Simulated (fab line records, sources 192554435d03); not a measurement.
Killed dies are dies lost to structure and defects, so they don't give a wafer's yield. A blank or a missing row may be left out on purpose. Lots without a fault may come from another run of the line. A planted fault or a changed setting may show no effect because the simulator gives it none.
Chamber matching | flow n5_finfet | N5_MOL_CONTACT_COAG_ETCHBACK_135 on rie_diel-02: 4 sister chambers
The step etches SiO2 in CHF3, target depth 25 nm, time 16.7 s. 4 wafers are shown with their chamber, then 8 later ones without.

WAFERS WITH THEIR CHAMBER
wafer  | chamber | showerhead_plenum_p_Torr (Torr)
L083.4 | 1       | 2.46
L083.5 | 2       | 2.38
L083.6 | 3       | 2.51
L087.2 | 0       | 2.44

WAFERS WITHOUT THEIR CHAMBER
wafer  | showerhead_plenum_p_Torr (Torr)
L087.3 | 2.51
L087.6 | 2.37
L089.1 | 2.51
L089.4 | 2.37
L089.6 | 2.43
L097.2 | 2.50
L097.3 | 2.45
L097.6 | 2.45

WHICH CHAMBER EACH WENT THROUGH
wafer  | from the rows above     | in truth
L087.3 | 3                       | 3
L087.6 | 2                       | 2
L089.1 | 3                       | 3
L089.4 | 2                       | 2
L089.6 | 0                       | 0
L097.2 | 3                       | 3
L097.3 | can't be placed: 1 or 0 | 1
L097.6 | can't be placed: 1 or 0 | 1
Placed correctly: 6 of 8. Can't be placed from these rows: 2 (the true chamber is among the candidates in 2). Placed wrongly: 0.
How it was worked out, from the rows above alone: a wafer's distance from a chamber is the root of the sum, over the readings, of the square of ((its reading less the chamber's mean) divided by the reading's scatter). The wafer belongs to the nearest chamber; if the next one is less than 2 further off, it can't be placed. A chamber's mean is the mean of its shown wafers. The scatter: with one shown wafer a chamber, the root of the mean of the squares of how far each hidden wafer lies from its nearest shown one.
